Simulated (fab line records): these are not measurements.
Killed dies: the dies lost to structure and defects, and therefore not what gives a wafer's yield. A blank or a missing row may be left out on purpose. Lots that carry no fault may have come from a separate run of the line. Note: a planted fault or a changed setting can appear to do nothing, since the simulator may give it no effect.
Matching of chambers | flow nandHarc | 4 sister chambers for NHARC_A_STAIRCASE_ETCH_253 on rieDiel-05
The step etches the open film in C4F8/O2, target depth 50 nm, time 20.2 s. 4 wafers are shown with their chamber, then 7 later ones without.

EACH WAFER AND ITS CHAMBER
wafer  | chamber | rfVppV (V)
L077.1 | 2       | 897
L079.2 | 3       | 897
L080.2 | 0       | 904
L080.5 | 1       | 902

WAFERS WITHOUT THEIR CHAMBER
wafer  | rfVppV (V)
L080.6 | 896
L082.1 | 897
L082.3 | 898
L082.6 | 904
L087.1 | 896
L087.4 | 903
L087.6 | 903

EACH ONE'S CHAMBER
wafer  | from the rows above     | in truth
L080.6 | can't be placed: 2 or 3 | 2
L082.1 | can't be placed: 2 or 3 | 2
L082.3 | can't be placed: 2 or 3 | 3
L082.6 | 0                       | 0
L087.1 | can't be placed: 2 or 3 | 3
L087.4 | can't be placed: 0 or 1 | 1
L087.6 | can't be placed: 0 or 1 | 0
1 of 7 placed correctly. From these rows, 6 cannot be placed; in 6 the true chamber is one of the candidates. Placed wrongly: 0.
How it was worked out, from the rows above alone: a wafer's distance from a chamber is the root of the sum, over the readings, of the square of ((its reading less the chamber's mean) divided by the reading's scatter). If the next closest chamber is less than 2 further off than the closest, the wafer can't be placed; otherwise it belongs to the closest. For every chamber, the mean is computed from those of its wafers that are shown. The scatter: root of mean squared gap, hidden wafer to nearest shown wafer, with one shown wafer a chamber.
